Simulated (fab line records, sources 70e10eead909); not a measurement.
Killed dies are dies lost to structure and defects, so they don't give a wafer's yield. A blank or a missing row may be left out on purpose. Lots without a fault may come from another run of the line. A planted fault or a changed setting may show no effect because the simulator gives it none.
Chamber matching | flow nand_harc | NHARC_P_BONDPAD_CMP_19 on cmp-04: 4 sister chambers
The step polishes, t overpolish 30 s, cu recess touch 16 s, target thk 160.81 nm. 4 wafers are shown with their chamber, then 11 later ones without.

WAFERS WITH THEIR CHAMBER
wafer  | chamber | motor_current_A (A)
L085.5 | 2       | 11.2
L086.5 | 3       | 11.6
L088.2 | 0       | 14.8
L091.1 | 1       | 13.5

WAFERS WITHOUT THEIR CHAMBER
wafer  | motor_current_A (A)
L091.2 | 10.8
L091.5 | 13.9
L093.1 | 11.5
L093.3 | 14.1
L093.6 | 15.4
L094.1 | 13.7
L094.4 | 10.6
L094.5 | 13.9
L097.1 | 11.1
L097.3 | 14.2
L097.5 | 15.4

WHICH CHAMBER EACH WENT THROUGH
wafer  | from the rows above     | in truth
L091.2 | can't be placed: 2 or 3 | 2
L091.5 | can't be placed: 1 or 0 | 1
L093.1 | can't be placed: 3 or 2 | 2
L093.3 | can't be placed: 1 or 0 | 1
L093.6 | 0                       | 0
L094.1 | can't be placed: 1 or 0 | 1
L094.4 | can't be placed: 2 or 3 | 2
L094.5 | can't be placed: 1 or 0 | 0
L097.1 | can't be placed: 2 or 3 | 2
L097.3 | can't be placed: 0 or 1 | 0
L097.5 | 0                       | 0
Placed correctly: 2 of 11. Can't be placed from these rows: 9 (the true chamber is among the candidates in 9). Placed wrongly: 0.
How it was worked out, from the rows above alone: a wafer's distance from a chamber is the root of the sum, over the readings, of the square of ((its reading less the chamber's mean) divided by the reading's scatter). The wafer belongs to the nearest chamber; if the next one is less than 2 further off, it can't be placed. A chamber's mean is the mean of its shown wafers. The scatter: with one shown wafer a chamber, the root of the mean of the squares of how far each hidden wafer lies from its nearest shown one.
